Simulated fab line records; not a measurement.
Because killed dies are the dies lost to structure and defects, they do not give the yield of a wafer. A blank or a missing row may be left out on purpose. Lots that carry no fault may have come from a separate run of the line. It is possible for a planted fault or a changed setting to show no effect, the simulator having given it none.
Chamber matching + flow n5-finfet + N5_BEOL_M9_ETCH_61 on rie-diel-06: 4 sister chambers
The step etches SiARC in CF4, target depth 39 nm, time 65 s. 20 wafers are shown with their chamber, then 10 later ones without.

== WAFERS, EACH WITH ITS CHAMBER ==
| wafer  | chamber | showerhead-plenum-p-Torr (Torr) | throttle-valve-pct (%) | drypump-motor-current-A (A) |
|--------|---------|---------------------------------|------------------------|-----------------------------|
| L074.1 | 3       | 2.04                            | 15.94                  | 5.4                         |
| L074.4 | 3       | 2.04                            | 15.93                  | 5.3                         |
| L074.6 | 0       | 2.08                            | 15.29                  | 4.9                         |
| L078.2 | 1       | 2.05                            | 15.66                  | 5.7                         |
| L078.3 | 0       | 2.08                            | 15.30                  | 4.9                         |
| L078.6 | 2       | 2.20                            | 15.74                  | 5.2                         |
| L079.1 | 0       | 2.08                            | 15.32                  | 4.8                         |
| L079.4 | 2       | 2.20                            | 15.77                  | 5.2                         |
| L079.6 | 1       | 2.04                            | 15.66                  | 5.7                         |
| L081.1 | 0       | 2.08                            | 15.32                  | 4.9                         |
| L081.2 | 2       | 2.19                            | 15.78                  | 5.3                         |
| L081.6 | 3       | 2.04                            | 15.99                  | 5.3                         |
| L082.1 | 0       | 2.08                            | 15.31                  | 4.9                         |
| L082.3 | 1       | 2.04                            | 15.67                  | 5.6                         |
| L082.4 | 2       | 2.19                            | 15.76                  | 5.2                         |
| L083.2 | 0       | 2.08                            | 15.33                  | 4.9                         |
| L083.3 | 1       | 2.04                            | 15.69                  | 5.7                         |
| L083.6 | 0       | 2.08                            | 15.35                  | 4.9                         |
| L084.1 | 1       | 2.04                            | 15.68                  | 5.7                         |
| L084.3 | 3       | 2.03                            | 16.01                  | 5.3                         |

SIGNATURES (averages over the wafers above)
| reading                  | chamber 0 | chamber 1 | chamber 2 | chamber 3 | scatter within a chamber |
|--------------------------|-----------|-----------|-----------|-----------|--------------------------|
| showerhead-plenum-p-Torr | 2.0800    | 2.0420    | 2.1950    | 2.0375    | 0.00399                  |
| throttle-valve-pct       | 15.3171   | 15.6720   | 15.7625   | 15.9675   | 0.0229                   |
| drypump-motor-current-A  | 4.886     | 5.680     | 5.225     | 5.325     | 0.0444                   |
Rule: for each reading, subtract the chamber's mean from the wafer's reading, divide by that reading's scatter and square the result; add these up over the readings and take the root, which gives the wafer's distance from the chamber. The wafer belongs to the nearest chamber; if the next one is less than 2 further off, it can't be placed. The scatter: take each reading less its chamber's mean, square it, sum over the shown wafers, divide by the number of wafers less the number of chambers, and take the root.

== WAFERS WITH NO CHAMBER GIVEN ==
| wafer  | showerhead-plenum-p-Torr (Torr) | throttle-valve-pct (%) | drypump-motor-current-A (A) |
|--------|---------------------------------|------------------------|-----------------------------|
| L084.4 | 2.07                            | 15.34                  | 4.9                         |
| L085.1 | 2.04                            | 15.70                  | 5.7                         |
| L085.4 | 2.04                            | 15.69                  | 5.7                         |
| L085.6 | 2.03                            | 16.01                  | 5.4                         |
| L087.1 | 2.07                            | 15.36                  | 4.9                         |
| L087.2 | 2.03                            | 16.02                  | 5.4                         |
| L087.5 | 2.07                            | 15.35                  | 4.9                         |
| L095.2 | 2.07                            | 15.38                  | 4.9                         |
| L095.5 | 2.03                            | 16.03                  | 5.4                         |
| L095.6 | 2.07                            | 15.39                  | 5.0                         |

== CHAMBER TAKEN BY EACH ==
| wafer  | from the rows above | in truth |
|--------|---------------------|----------|
| L084.4 | 0                   | 0        |
| L085.1 | 1                   | 1        |
| L085.4 | 1                   | 1        |
| L085.6 | 3                   | 3        |
| L087.1 | 0                   | 0        |
| L087.2 | 3                   | 3        |
| L087.5 | 0                   | 0        |
| L095.2 | 0                   | 0        |
| L095.5 | 3                   | 3        |
| L095.6 | 0                   | 0        |
10 of 10 placed correctly. Not placeable from these rows: 0. Number placed wrongly: 0.
